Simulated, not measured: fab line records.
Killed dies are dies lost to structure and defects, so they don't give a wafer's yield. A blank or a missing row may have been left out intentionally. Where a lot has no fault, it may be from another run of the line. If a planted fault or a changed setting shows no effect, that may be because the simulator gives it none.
fab line records	flow n5-finfet
record: lots: 10	wafers: 26	last-day: 19
route steps=1938 shown SD_EPI_N@289 SD_EPI_P@310 BEOL_M4@1111 PASSIVATION@1936
lots with no fault: from the same line, run without faults
start-h: hours from the record's first day to the start of the lot's first wafer shown	wait-h: time in hours since the lot's previous step	" unchanged from the row above	L1.1+2: several wafers, shown together as one row	- value missing, or start not given	* or withheld: withheld	< > ~ a bound
route shown NAME@n: names a module that has steps shown in the file, with the first one's number in the route	usual: average and standard deviation across the fault-free wafers	same: alike in all rows	chamber/n: place in a boat	sites: readings site by site	_std_site: standard deviation of those values	_edge_site: mean of outer sites minus mean of inner sites	radius-mm: for every site, how far away it sits from the centre of the wafer	mask NAME#n: copy n	behind: the last tool/chamber to shape the wafer	hold: cause of the lot's hold/its duration in hours/its outcome	device: whichever transistor did not switch (one of n, p or np)	end of line: the route-end tests of the same wafers	step lacking rows: just its recipe	killed: dies that structure and defects cost at the first sort, which is not the same as the wafer's yield	map: shows each die of a wafer: x if killed, . if not, _ if none is there
set.NAME: setting as actually run; set.NAME@STEP: the setting as run at that earlier step	model.NAME: the simulator's own value behind a step, which no gauge read
steps of the route over a sample of lots; a table a step, a row a wafer
services: when a tool's chamber went out of use (start-h, in hours from the record's first day, below 0 if earlier), for how many hours, and the reason
== steps ==
step: N5_SD_EPI_N_EPI_MEAS_23
recipe: mode: xrd
usual: thk-nm: 58.6/1.3
lot.wafer	tool	chamber	start-h	wait-h	thk-nm
L652.2	film-metro-02	-	52.32	1.5	58.4
L652.4	"	-	"	"	58.1
L652.6	"	-	"	"	58.0
L653.2	film-metro-02	-	59.08	1.2	57.2
L653.5	"	-	"	"	57.9
L653.6	"	-	"	"	59.5
L654.2	film-metro-02	-	67.04	1.2	54.3
L654.3	"	-	"	"	59.2
L654.4	"	-	"	"	58.0
L660.3	film-metro-02	-	103.24	0.9	58.4
L660.5	"	-	"	"	56.2
L661.3	film-metro-02	-	106.12	0.9	59.6
L661.5	"	-	"	"	57.0
L664.5	film-metro-01	-	126.11	0.3	59.4
L664.6	"	-	"	"	60.4
L669.3	film-metro-01	-	154.67	0.9	59.9
L669.5	"	-	"	"	59.4
L669.6	"	-	"	"	59.0
L672.1	film-metro-01	-	176.20	1.4	58.8
L672.4	"	-	"	"	59.4
L672.5	"	-	"	"	62.3
L673.3	film-metro-01	-	181.99	1.4	59.7
L673.6	"	-	"	"	58.7
L675.4	film-metro-01	-	190.59	0.6	59.4
L675.5	"	-	"	"	57.8
L675.6	"	-	"	"	58.0
step: N5_SD_EPI_P_ETCHBACK_46
recipe: chemistry: CH3F/O2	mode: anisotropic-etchback	target: SiNx	target-depth-a: 175	stop-on: SiO2	over-etch-frac: 0.3	ion-energy-ev: 120	pressure-mtorr: 30	source-w: 395	bias-w: 73	Ar_flow_sccm: 150	CH3F_flow_sccm: 30	O2_flow_sccm: 20
usual: O2_flow_sccm: 20.00/0.056	drypump-motor-current-A: 5.7/0.36	oes-product-au: 0.65/0.065	over-etch-frac: 0.3/0	rf-vpp-V: 296/4.5	showerhead-plenum-p-Torr: 2.00/0.056	throttle-valve-pct: 16.46/0.24
lot.wafer	tool	chamber	start-h	wait-h	O2_flow_sccm	drypump-motor-current-A	oes-product-au	over-etch-frac	rf-hours-counter-h	rf-vpp-V	showerhead-plenum-p-Torr	throttle-valve-pct
L652.2	rie-diel-03	1	54.49	0.0	20.03	5.2	0.59	0.3	219	292	2.06	16.69
L652.4	"	2	"	"	20.05	5.7	0.62	0.3	193	303	1.99	16.71
L652.6	"	2	"	"	19.98	5.7	0.62	0.3	-	304	1.99	16.71
L653.2	rie-diel-03	0	60.47	0.0	20.11	5.5	0.65	0.3	134	294	1.93	16.59
L653.5	"	3	"	"	19.99	5.7	0.61	0.3	-	295	2.06	16.50
L653.6	"	0	"	"	19.94	5.4	0.65	0.3	-	293	1.93	16.59
L654.2	rie-diel-02	1	68.74	0.0	20.02	6.4	0.63	0.3	152	298	2.00	16.18
L654.3	"	3	"	"	20.06	5.5	0.59	0.3	250	290	1.88	16.58
L654.4	"	3	"	"	20.11	5.5	0.61	0.3	-	289	1.88	16.59
L660.3	rie-diel-03	1	104.69	0.0	20.04	5.2	0.59	0.3	235	291	2.05	16.71
L660.5	"	1	"	"	20.05	5.2	0.59	0.26786	-	293	2.05	16.70
L661.3	rie-diel-03	3	107.59	0.0	20.01	5.7	0.60	0.3	222	296	2.06	16.52
L661.5	"	2	"	"	19.93	5.6	0.62	0.26786	-	301	1.99	16.73
L664.5	rie-diel-03	3	127.62	0.1	19.97	5.7	0.60	0.26786	-	295	2.05	16.55
L664.6	"	0	"	"	19.87	5.5	0.65	0.26786	-	293	1.92	16.63
L669.3	rie-diel-02	1	156.54	0.0	20.01	6.4	0.61	0.3	183	298	1.99	16.24
L669.5	"	0	"	"	20.00	6.3	0.63	0.3	-	298	1.98	16.30
L669.6	"	3	"	"	20.01	5.5	0.77	0.3	-	295	2.12	16.11
L672.1	rie-diel-02	0	177.93	0.0	19.98	6.3	0.62	0.3	185	299	1.97	16.31
L672.4	"	2	"	"	19.99	6.3	0.74	0.3	37	296	2.03	16.06
L672.5	"	1	"	"	19.99	6.4	0.61	0.3	-	299	1.99	16.24
L673.3	rie-diel-03	3	183.47	0.0	20.01	5.6	0.59	0.3	249	294	2.05	16.59
L673.6	"	0	"	"	20.02	5.4	0.63	0.3	-	293	1.92	16.67
L675.4	rie-diel-03	0	192.17	0.1	19.99	5.4	0.62	0.3	-	292	1.92	16.67
L675.5	"	2	"	"	20.03	5.7	0.59	0.3	-	302	1.98	16.80
L675.6	"	1	"	"	19.94	5.2	0.79	0.3	-	292	2.05	16.30
step: N5_SD_EPI_P_ETCH_47
recipe: chemistry: CH3F/O2	target: SiOCN	target-depth-a: 250	mask-material: SOC	ion-energy-ev: 60	bias-w: 29	pressure-mtorr: 30	source-w: 410	Ar_flow_sccm: 150	CH3F_flow_sccm: 30	O2_flow_sccm: 20
usual: O2_flow_sccm: 20.00/0.053	drypump-motor-current-A: 5.7/0.36	oes-product-au: 0.75/0.082	rf-vpp-V: 126.7/2	showerhead-plenum-p-Torr: 2.00/0.056	throttle-valve-pct: 16.44/0.24
lot.wafer	tool	chamber	start-h	wait-h	O2_flow_sccm	drypump-motor-current-A	oes-product-au	rf-hours-counter-h	rf-vpp-V	showerhead-plenum-p-Torr	throttle-valve-pct
L652.2	rie-diel-03	1	54.59	0.1	19.97	5.2	0.68	219	123.9	2.06	16.67
L652.4	"	2	"	"	19.99	5.7	0.72	193	129.6	1.99	16.67
L652.6	"	2	"	"	19.98	5.7	0.71	-	128.3	1.99	16.68
L653.2	rie-diel-03	0	60.57	0.1	19.95	5.5	0.76	134	126.3	1.93	16.56
L653.5	"	3	"	"	20.04	5.7	0.69	-	126.2	2.06	16.51
L653.6	"	0	"	"	19.93	5.5	0.77	-	124.0	1.93	16.57
L654.2	rie-diel-02	1	68.84	0.1	20.03	6.4	0.74	152	128.3	2.00	16.14
L654.3	"	3	"	"	20.01	5.5	0.69	250	126.3	1.88	16.54
L654.4	"	3	"	"	19.99	5.5	0.68	-	124.6	1.88	16.55
L660.3	rie-diel-03	1	104.79	0.1	20.02	5.3	0.67	235	124.0	2.05	16.69
L660.5	"	1	"	"	20.09	5.2	0.66	-	124.9	2.05	16.69
L661.3	rie-diel-03	3	107.69	0.1	19.97	5.7	0.69	222	126.7	2.06	16.51
L661.5	"	2	"	"	20.02	5.7	0.70	-	129.0	1.99	16.71
L664.5	rie-diel-03	3	127.72	0.1	19.99	5.7	0.68	-	126.9	2.05	16.52
L664.6	"	0	"	"	19.88	5.5	0.75	-	125.2	1.92	16.61
L669.3	rie-diel-02	1	156.64	0.1	20.00	6.4	0.71	183	129.0	1.99	16.21
L669.5	"	0	"	"	19.97	6.3	0.73	-	127.9	1.98	16.26
L669.6	"	3	"	"	19.89	5.5	0.90	-	124.9	2.12	16.07
L672.1	rie-diel-02	0	178.03	0.1	19.99	6.3	0.72	185	129.3	1.97	16.29
L672.4	"	2	"	"	20.04	6.3	0.85	37	127.6	2.03	16.02
L672.5	"	1	"	"	19.96	6.4	0.71	-	128.1	1.99	16.21
L673.3	rie-diel-03	3	183.57	0.1	20.05	5.7	0.67	250	126.8	2.05	16.57
L673.6	"	0	"	"	19.98	5.5	0.73	-	124.9	1.92	16.65
L675.4	rie-diel-03	0	192.27	0.1	19.96	5.4	0.73	-	125.4	1.92	16.65
L675.5	"	2	"	"	19.97	5.7	0.69	-	126.8	1.98	16.78
L675.6	"	1	"	"	20.04	5.2	0.95	-	125.5	2.05	16.28
step: N5_SD_EPI_P_STRIP_40
recipe: chemistry: N2/H2	power-w: 1000	temp-c: 250	h2-frac: 0.65	overash-fraction: 0.3	pressure-mtorr: withheld	n2-flow-sccm: 1750	h2-flow-sccm: 3250
usual: drypump-motor-current-A: 5.5/0.37	heater-power-w: 343/47	oes-product-au: 0.763/0.011	temp-c: 250.00/0.18
lot.wafer	tool	chamber	start-h	wait-h	drypump-motor-current-A	heater-power-w	oes-product-au	rf-hours-counter-h	temp-c
L652.2	plasma-asher-01	1	54.91	0.0	5.6	335	0.748	32	250.03
L652.4	"	0	"	"	6.1	394	0.750	-	250.02
L652.6	"	1	"	"	5.6	332	0.755	-	249.89
L653.2	plasma-asher-01	0	60.94	0.1	6.1	393	0.754	34	250.11
L653.5	"	1	"	"	5.6	343	0.754	-	250.15
L653.6	"	0	"	"	6.1	385	0.766	-	249.95
L654.2	plasma-asher-01	0	69.16	0.0	6.1	388	0.753	38	250.16
L654.3	"	1	"	"	5.6	334	0.760	-	249.88
L654.4	"	0	"	"	6.1	380	0.764	-	249.80
L660.3	plasma-asher-02	1	105.22	0.1	5.7	390	0.765	-	250.01
L660.5	"	0	"	"	5.1	278	0.772	-	250.28
L661.3	plasma-asher-02	0	108.02	0.0	5.0	292	0.749	-	249.85
L661.5	"	1	"	"	5.7	386	0.735	-	250.00
L664.5	plasma-asher-02	0	128.04	0.1	5.1	287	0.776	-	250.07
L664.6	"	1	"	"	5.7	379	0.757	-	249.92
L669.3	plasma-asher-02	1	156.98	0.0	5.7	386	0.758	-	250.03
L669.5	"	1	"	"	5.7	389	0.753	-	249.84
L669.6	"	0	"	"	5.1	282	0.772	-	249.85
L672.1	plasma-asher-02	1	178.35	0.0	5.7	387	0.780	106	250.07
L672.4	"	0	"	"	5.1	279	0.739	-	249.93
L672.5	"	1	"	"	5.7	393	0.760	-	250.05
L673.3	plasma-asher-02	0	183.91	0.0	5.1	288	0.766	-	250.28
L673.6	"	1	"	"	5.7	385	0.758	-	250.02
L675.4	plasma-asher-02	0	192.55	0.0	5.0	284	0.770	-	250.11
L675.5	"	1	"	"	5.7	383	0.775	-	250.06
L675.6	"	0	"	"	5.0	287	0.751	-	250.03
step: N5_BEOL_M4_RC_MEAS_101
usual: DIBL_N: 36.3/1.7	DIBL_P: 36.5/2.1	IOFF_N: 0.16/0.03	IOFF_P: 0.22/0.035	ION_N: 675/11	ION_P: 465/7.1	SS_N: 71.5/0.62	SS_P: 73.3/0.64	VT_N: 250/3.1	VT_P: -249.1/3
lot.wafer	tool	chamber	start-h	wait-h	DIBL_N[mV/V]	DIBL_P[mV/V]	IOFF_N[nA/um]	IOFF_P[nA/um]	ION_N[uA/um]	ION_P[uA/um]	SS_N[mV/dec]	SS_P[mV/dec]	VT_N[mV]	VT_P[mV]
L653.2	prober-01	0	165.05	0.2	35.2	35.6	0.15	0.23	683	472	71.4	72.4	249	-244.8
L653.5	"	0	"	"	37.2	38.1	0.18	0.28	671	469	71.3	73.8	246	-244.1
L653.6	"	0	"	"	34.7	35.4	0.14	0.23	673	473	70.8	72.9	252	-244.3
L652.2	prober-01	0	170.56	0.8	37.8	38.9	0.19	0.26	682	470	72.1	73.8	246	-245.8
L652.4	"	0	"	"	37.7	38.4	0.19	0.27	686	473	72.0	73.4	248	-246.1
L652.6	"	0	"	"	35.5	36.7	0.15	0.23	675	469	71.0	72.5	252	-248.8
L654.2	prober-02	0	181.83	0.2	36.3	36.0	0.15	0.21	670	464	71.2	72.9	251	-248.5
L654.3	"	0	"	"	39.2	38.8	0.22	0.24	679	462	71.9	73.5	245	-249.6
L654.4	"	0	"	"	34.9	33.5	0.13	0.16	668	455	70.1	72.4	251	-255.4
L660.3	prober-01	0	216.87	0.3	36.9	36.6	0.17	0.22	680	464	72.2	72.9	250	-248.9
L660.5	"	0	"	"	36.4	36.6	0.16	0.22	677	466	71.0	72.9	249	-249.9
L661.3	prober-02	0	219.44	0.3	38.1	36.5	0.17	0.23	684	472	71.6	73.5	248	-248.6
L661.5	"	0	"	"	36.9	36.0	0.15	0.22	661	462	71.7	73.3	252	-247.5
L664.5	prober-01	0	300.28	0.6	34.9	35.5	0.14	0.19	670	457	72.2	73.0	252	-250.4
L664.6	"	0	"	"	37.6	40.1	0.21	0.27	699	473	72.7	73.6	243	-246.4
L672.1	prober-01	0	308.98	0.0	38.4	36.9	0.19	0.25	681	468	72.3	73.4	246	-245.4
L672.4	"	0	"	"	36.6	34.3	0.15	0.21	674	468	71.7	73.4	248	-246.7
L672.5	"	0	"	"	37.4	36.5	0.18	0.24	694	474	71.3	73.3	246	-247.4
L669.3	prober-01	0	321.85	0.3	35.2	36.0	0.13	0.18	661	457	71.8	72.7	254	-253.5
L669.5	"	0	"	"	33.0	35.1	0.12	0.16	669	457	70.7	71.9	253	-253.4
L669.6	"	0	"	"	36.3	38.6	0.15	0.22	668	466	70.7	73.0	253	-248.7
L673.3	prober-01	0	327.50	0.3	36.0	35.6	0.14	0.19	664	456	71.3	72.3	251	-252.3
L673.6	"	0	"	"	37.3	36.9	0.16	0.21	685	462	71.8	73.2	250	-249.8
L675.4	prober-02	0	332.50	0.5	36.4	38.1	0.16	0.23	671	467	71.5	73.8	252	-246.8
L675.5	"	0	"	"	34.0	35.8	0.13	0.20	686	475	70.5	73.1	253	-248.7
L675.6	"	0	"	"	36.9	38.7	0.19	0.24	691	480	71.2	73.9	245	-246.6
step: N5_PASSIVATION_PROBE_49
usual: defect-limited-yield: 91.2/1.4	killed_at_M0_to_M3: 36/10	killed_at_M4_up: 13/5.1	killed-at-contacts: 12/5.4	killed-at-front-end: 39/11	killed-at-other: 3.5/2.4	killed-dies: 104/17	killed-on-rim: 14/3.8	killed-open: 67/13	killed-short: 36/8.3	sort_bin_5_function: 5.2/0.98	sort_bin_6_memory: 3.3/0.68	sort-n-pass: 1076/17	sort-yield-pct: 91.2/1.4
same: gross-dies: 1180	killed-at-back-side: 0	sort_bin_4_leakage[%]: 0	sort_bin_8_speed[%]: 0
lot.wafer	tool	chamber	start-h	wait-h	defect-limited-yield[%]	killed_at_M0_to_M3	killed_at_M4_up	killed-at-contacts	killed-at-front-end	killed-at-other	killed-dies	killed-on-rim	killed-open	killed-short	sort_bin_5_function[%]	sort_bin_6_memory[%]	sort-n-pass	sort-yield-pct[%]
L653.2	prober-02	-	251.83	0.1	93.3	29	9	5	34	2	79	9	53	25	3.9	2.5	1101	93.3
L653.5	prober-02	-	251.98	0.2	92.5	21	15	1	45	7	89	12	57	31	3.9	3.3	1091	92.5
L653.6	prober-02	-	252.03	0.3	92.5	33	6	4	44	2	89	13	54	35	4.7	2.6	1091	92.5
L652.2	prober-01	-	259.84	0.1	91.3	33	12	22	31	5	103	7	70	32	5.4	3.1	1077	91.3
L652.4	prober-01	-	259.94	0.2	92.9	23	14	13	31	3	84	12	58	26	3.6	3.3	1096	92.9
L652.6	prober-01	-	260.04	0.3	91.7	40	9	12	34	3	98	14	67	31	4.3	3.5	1082	91.7
L654.2	prober-02	-	271.36	0.1	92.0	34	10	21	26	3	94	14	58	35	4.3	3.5	1086	92.0
L654.3	prober-02	-	271.41	0.1	91.8	41	8	8	40	0	97	9	65	31	5.0	2.9	1083	91.8
L654.4	prober-02	-	271.46	0.2	92.1	27	17	17	27	5	93	10	66	25	5.4	2.2	1087	92.1
L660.3	prober-01	-	303.82	0.1	89.0	54	13	5	51	7	130	13	89	41	7.0	3.7	1050	89.0
L660.5	prober-01	-	303.92	0.2	90.2	57	11	12	33	3	116	13	65	51	5.7	3.6	1064	90.2
L664.5	prober-01	-	410.68	0.4	91.5	30	15	17	35	3	100	10	65	35	4.5	3.7	1080	91.5
L664.6	prober-01	-	410.73	0.5	90.3	40	14	9	49	3	115	14	70	42	6.3	3.2	1065	90.3
L669.3	prober-01	-	448.93	0.1	91.6	46	14	11	27	1	99	11	72	26	5.1	3.0	1081	91.6
L669.5	prober-01	-	449.03	0.2	88.9	43	21	16	50	1	131	20	83	47	6.1	4.6	1049	88.9
L669.6	prober-01	-	449.08	0.3	89.2	55	12	8	50	2	127	14	87	39	5.2	4.8	1053	89.2
L673.3	prober-01	-	450.90	0.1	89.9	52	16	11	40	0	119	19	81	38	5.8	3.9	1061	89.9
L673.6	prober-01	-	451.05	0.3	92.4	37	7	8	34	4	90	12	55	35	4.6	2.8	1090	92.4
killed by level:class
L653.2 STI_FIN_REVEAL:geometric-particle:open=11 BEOL_M0_SAQP:geometric-particle:short=7 BEOL_M3:geometric-particle:open=7 FIN_SAQP:geometric-particle:short=6 BEOL_M2:geometric-particle:open=6 BEOL_M4:geometric-particle:open=5 STI_FIN_REVEAL:geometric-particle:short=4 MOL_CONTACT_COAG:geometric-particle:open=4
L653.5 BEOL_M4:geometric-particle:open=12 FIN_SAQP:geometric-particle:short=9 STI_FIN_REVEAL:geometric-particle:open=9 FIN_SAQP:geometric-particle:open=6 BEOL_M0_SAQP:geometric-particle:short=5 GATE_CUT:geometric-particle:short=4 BEOL_M0_SAQP:geometric-particle:open=4 BEOL_M2:geometric-particle:open=4
L653.6 FIN_SAQP:geometric-particle:open=14 FIN_SAQP:geometric-particle:short=10 BEOL_M0_SAQP:geometric-particle:short=10 BEOL_M0_SAQP:geometric-particle:open=9 DUMMY_GATE:geometric-particle:open=5 STI_FIN_REVEAL:geometric-particle:open=3 MOL_CONTACT_COAG:geometric-particle:open=3 BEOL_M0:geometric-particle:open=3
L652.2 MOL_CONTACT_COAG:geometric-particle:open=19 BEOL_M1:geometric-particle:open=8 GATE_CUT:geometric-particle:short=7 BEOL_M4:geometric-particle:open=7 BEOL_M3:geometric-particle:open=6 STI_FIN_REVEAL:geometric-particle:open=5 BEOL_M2:geometric-particle:open=5 DUMMY_GATE:geometric-particle:open=4
L652.4 STI_FIN_REVEAL:geometric-particle:open=11 MOL_CONTACT_COAG:geometric-particle:open=9 BEOL_M3:geometric-particle:open=7 BEOL_M4:geometric-particle:open=7 GATE_CUT:geometric-particle:open=4 MOL_CONTACT_COAG:geometric-particle:short=4 BEOL_M1:geometric-particle:open=4 STI_FIN_REVEAL:geometric-particle:short=3
L652.6 BEOL_M0_SAQP:geometric-particle:open=15 STI_FIN_REVEAL:geometric-particle:open=11 FIN_SAQP:geometric-particle:short=8 MOL_CONTACT_COAG:geometric-particle:open=8 BEOL_M3:geometric-particle:open=8 BEOL_M0_SAQP:geometric-particle:short=7 BEOL_M2:geometric-particle:open=5 GATE_CUT:geometric-particle:open=4
L654.2 MOL_CONTACT_COAG:geometric-particle:open=15 BEOL_M3:geometric-particle:open=7 BEOL_M1:geometric-particle:short=7 BEOL_M1:geometric-particle:open=6 FIN_SAQP:geometric-particle:open=5 MOL_CONTACT_COAG:geometric-particle:short=5 BEOL_M2:geometric-particle:open=5 FIN_SAQP:geometric-particle:short=4
L654.3 BEOL_M3:geometric-particle:open=11 MOL_CONTACT_COAG:geometric-particle:open=8 BEOL_M2:geometric-particle:open=8 BEOL_M1:geometric-particle:open=6 ILD0:geometric-particle:open=5 GATE_CUT:geometric-particle:open=5 BEOL_M3:geometric-particle:short=5 BEOL_M4:geometric-particle:open=5
L654.4 BEOL_M4:geometric-particle:open=14 MOL_CONTACT_COAG:geometric-particle:open=13 BEOL_M3:geometric-particle:open=10 BEOL_M0_SAQP:geometric-particle:open=7 FIN_SAQP:geometric-particle:short=6 FIN_SAQP:geometric-particle:open=4 STI_FIN_REVEAL:geometric-particle:open=4 GATE_CUT:geometric-particle:short=4
L660.3 FIN_SAQP:geometric-particle:open=20 BEOL_M3:geometric-particle:open=13 BEOL_M0_SAQP:geometric-particle:open=12 BEOL_M0_SAQP:geometric-particle:short=9 FIN_SAQP:geometric-particle:short=8 BEOL_M1:geometric-particle:open=7 BEOL_M2:geometric-particle:open=5 BEOL_M3:geometric-particle:short=5
L660.5 BEOL_M0_SAQP:geometric-particle:open=18 BEOL_M0_SAQP:geometric-particle:short=18 MOL_CONTACT_COAG:geometric-particle:open=8 FIN_SAQP:geometric-particle:short=7 BEOL_M2:geometric-particle:open=7 BEOL_M1:geometric-particle:open=6 STARTING-WAFER:geometric-particle:short=6 FIN_SAQP:geometric-particle:open=4
L664.5 MOL_CONTACT_COAG:geometric-particle:open=12 BEOL_M2:geometric-particle:open=9 DUMMY_GATE:geometric-particle:open=7 BEOL_M0_SAQP:geometric-particle:open=7 BEOL_M0_SAQP:geometric-particle:short=6 DUMMY_GATE:geometric-particle:short=5 MOL_CONTACT_COAG:geometric-particle:short=5 BEOL_M5:geometric-particle:open=5
L664.6 BEOL_M0_SAQP:geometric-particle:short=13 BEOL_M0_SAQP:geometric-particle:open=9 BEOL_M2:geometric-particle:open=9 FIN_SAQP:geometric-particle:open=7 MOL_CONTACT_COAG:geometric-particle:open=7 BEOL_M5:geometric-particle:open=6 DUMMY_GATE:geometric-particle:open=5 GATE_CUT:geometric-particle:short=5
L669.3 BEOL_M0_SAQP:geometric-particle:open=18 BEOL_M0_SAQP:geometric-particle:short=14 STI_FIN_REVEAL:geometric-particle:open=12 MOL_CONTACT_COAG:geometric-particle:open=8 BEOL_M1:geometric-particle:open=7 BEOL_M4:geometric-particle:open=6 FIN_SAQP:geometric-particle:open=5 BEOL_M0:geometric-particle:open=4
L669.5 MOL_CONTACT_COAG:geometric-particle:open=14 BEOL_M0_SAQP:geometric-particle:short=13 BEOL_M4:geometric-particle:open=12 STI_FIN_REVEAL:geometric-particle:open=11 BEOL_M0_SAQP:geometric-particle:open=10 FIN_SAQP:geometric-particle:open=9 FIN_SAQP:geometric-particle:short=8 BEOL_M3:geometric-particle:open=6
L669.6 BEOL_M2:geometric-particle:open=15 STI_FIN_REVEAL:geometric-particle:open=12 FIN_SAQP:geometric-particle:open=11 BEOL_M0_SAQP:geometric-particle:short=10 BEOL_M0_SAQP:geometric-particle:open=8 BEOL_M4:geometric-particle:open=8 BEOL_M0:geometric-particle:open=6 MOL_CONTACT_COAG:geometric-particle:short=5
L673.3 FIN_SAQP:geometric-particle:open=15 BEOL_M0_SAQP:geometric-particle:short=14 BEOL_M0_SAQP:geometric-particle:open=14 BEOL_M2:geometric-particle:open=10 DUMMY_GATE:geometric-particle:open=9 MOL_CONTACT_COAG:geometric-particle:open=9 BEOL_M4:geometric-particle:open=6 BEOL_M1:geometric-particle:open=4
L673.6 BEOL_M1:geometric-particle:open=10 FIN_SAQP:geometric-particle:open=9 GATE_CUT:geometric-particle:short=8 BEOL_M0_SAQP:geometric-particle:open=8 FIN_SAQP:geometric-particle:short=5 BEOL_M0_SAQP:geometric-particle:short=5 BEOL_M3:geometric-particle:open=5 BEOL_M4:geometric-particle:open=5
== services ==
tool	chamber	start-h	hours	kind
rie-diel-02	0	30.63	8.5	repair
plasma-asher-02	-	43.08	24.0	repair
rie-diel-03	-	50.19	2.2	repair
rie-diel-02	2	56.92	-	clean
rie-diel-02	2	56.92	-	consumable-replace:focus-ring
rie-diel-02	2	56.92	16.7	scheduled-down
rie-diel-02	2	56.92	16.7	vent-cycle
rie-diel-02	3	81.94	4.4	repair
rie-diel-02	3	86.34	-	clean
rie-diel-02	3	86.34	-	consumable-replace:focus-ring
rie-diel-02	3	86.34	-	consumable-replace:showerhead
rie-diel-02	3	86.34	13.4	scheduled-down
rie-diel-02	3	86.34	13.4	vent-cycle
rie-diel-02	0	117.33	3.4	repair
rie-diel-03	1	151.97	-	clean
rie-diel-03	1	151.97	-	consumable-replace:focus-ring
rie-diel-03	1	151.97	16.5	scheduled-down
rie-diel-03	1	151.97	16.5	vent-cycle
rie-diel-02	1	157.61	19.4	repair
rie-diel-03	3	185.10	-	clean
rie-diel-03	3	185.10	-	consumable-replace:focus-ring
rie-diel-03	3	185.10	14.8	scheduled-down
rie-diel-03	3	185.10	14.8	vent-cycle
== key ==
first-sign: step: N5_SD_EPI_P_ETCHBACK_46	reading: over-etch-frac	direction: down	sigmas: 99+	usual: 0.3	struck: 0.26786
effect none on later readings
met-at N5_SD_EPI_P_ETCHBACK_46
struck-lots L660,L661,L664
struck-wafers L660.5,L661.5,L664.5,L664.6
not-acting-at N5_SD_EPI_N_EPI_MEAS_23,N5_SD_EPI_P_ETCH_47,N5_SD_EPI_P_STRIP_40
onset-between 60.47 104.69
fault: kind: process-parameter-drift	tool: rie-diel-03	chamber: -	onset-h: 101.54	steps: N5_SD_EPI_P_ETCHBACK_46	channel: over-etch-frac	offset: -0.032135	shape: step	end-h: 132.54	scope: struck-wafers-only	acts-in: these-recipes-only	stated: 0.3
